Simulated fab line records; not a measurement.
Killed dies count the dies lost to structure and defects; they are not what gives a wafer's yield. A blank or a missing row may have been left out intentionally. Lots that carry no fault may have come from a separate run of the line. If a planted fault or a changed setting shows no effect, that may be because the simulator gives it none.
Struck lot and sound lot, side by side / flow n5Finfet / 34 steps out of a route of 1938
Sound: these wafers, L732.3, L732.4, L732.6. Wafers struck: L738.1, L738.4, L738.5. The cause comes at the end.
Each step with rows lists, per side, the tool, then ch with its chambers, then its first start. Under that, the readings that differ: sound wafers / struck wafers / difference of the means / sigmas: that difference in standard deviations of wafers without a fault.
alike: words and numbers the same on both sides, and readings whose means are apart by under 2 such deviations; not compared: readings that were withheld, readings missing a value for some wafer, numbers with overlapping values and no deviation given by the record, and bounds like >300 which may hide the same value.
A row with sigmas, a row that says differs or no value, or rows on one side alone: a step with any of these is where the two part. Numbers that have no deviation but don't overlap get no sigmas and don't part them. A reading missing from all wafers of one side parts the sides only when that side holds two or more wafers.

first, 9 steps without rows for these wafers: N5_BEOL_M11_EXPOSE_25 (exposes mask V10); N5_BEOL_M11_PEB_26 (peb time 60 s); N5_BEOL_M11_DEVELOP_27 (develop time 30 s); N5_BEOL_M11_DESCUM_33 (chemistry O2, time 7.9 s); N5_BEOL_M11_ETCH_65 (etches SiARC in CF4, target depth 39 nm, time 65 s); N5_BEOL_M11_ETCH_66 (etches SOC in N2/H2, target depth 120 nm, overetch 24 nm, time 180 s); N5_BEOL_M11_STRIP_69 (strips in N2/H2); N5_BEOL_M11_VIA_ETCH_34 (etches SiCOH lowk in C4F6/O2, target depth 184.5 nm, time 69.2 s); N5_BEOL_M11_STRIP_73 (strips in C4F6/O2).
N5_BEOL_M11_STRIP_36: strips in N2/H2.
  sound on rieDiel-06 ch 0,1,2, day 14 16:59; struck on rieDiel-06 ch 0,3, day 15 17:26
  alike: drypumpMotorCurrentA, oesProductAu, rfVppV, showerheadPlenumPTorr, throttleValvePct
  not compared: rfHoursCounterH
then, 23 steps without rows for these wafers: N5_BEOL_M11_TRENCH_ETCH_37 (etches SiCOH lowk in C4F6/O2, target depth 148.83 nm, time 48 s); N5_BEOL_M11_ETCH_41 (etches SiCN in CH3F/O2, target depth 42.6 nm, time 86 s); N5_BEOL_M11_STRIP_77 (strips in N2/H2, time 10 s); N5_BEOL_M11_HM_STRIP_39 (strips TiN in peroxide tin strip, target depth 25 nm, time 158 s); N5_BEOL_M11_SRD_40 (time 30 s); N5_BEOL_M11_PRECLEAN_42 (cleans in residue remover, time 60 s); N5_BEOL_M11_SRD_43 (time 30 s); N5_BEOL_M11_CURE_72 (cures SiCOH lowk, time 120 s); N5_BEOL_M11_DEGAS_44 (time 60 s); N5_BEOL_M11_PRE_CLEAN_45 (time 30 s); N5_BEOL_M11_ALD_74 (deposits TaN, target thk 2 nm, pulse time 2 s, purge time 3 s); N5_BEOL_M11_SURFACE_TREAT_76; N5_BEOL_M11_CVD_75 (deposits Co from CCTBA/H2, target thk 2 nm, time 138.9 s); N5_BEOL_M11_SPUTTER_48 (material Cu, target thk 12 nm, time 2 s); N5_BEOL_M11_ECD_50 (material Cu, target thk 318 nm); N5_BEOL_M11_ANNEAL_51 (time 90 s); N5_BEOL_M11_CMP_52 (polishes, stops on SiCOH lowk, t overpolish 7 s, target thk 140 nm); N5_BEOL_M11_PRE_CLEAN_55 (time 15 s); N5_BEOL_M11_DEP_56 (deposits SiCN from 3MS/NH3, target thk 30 nm, time 10.5 s); N5_BEOL_M12_ILD_DEP_00 (deposits SiOC from DEMS/O2, target thk 658.92 nm, time 130.7 s); N5_BEOL_M12_COAT_58 (time 60 s, resist thk 89 nm); N5_BEOL_M12_COAT_04 (resist thk 400 nm); N5_BEOL_M12_EBR_06.
-- here the record skips 2 days between the struck wafers' starts before and after, leaving off in module BEOL_M12 and picking up in module PASSIVATION (first step shown: number 1936 of the route) --
N5_PASSIVATION_PROBE_49:
  record: rows for the struck wafers here (prober-02, day 17 19:05), none for the sound ones

WHERE THEY PART
N5_PASSIVATION_PROBE_49 only, going by this record.

WHY: what the simulator had put in
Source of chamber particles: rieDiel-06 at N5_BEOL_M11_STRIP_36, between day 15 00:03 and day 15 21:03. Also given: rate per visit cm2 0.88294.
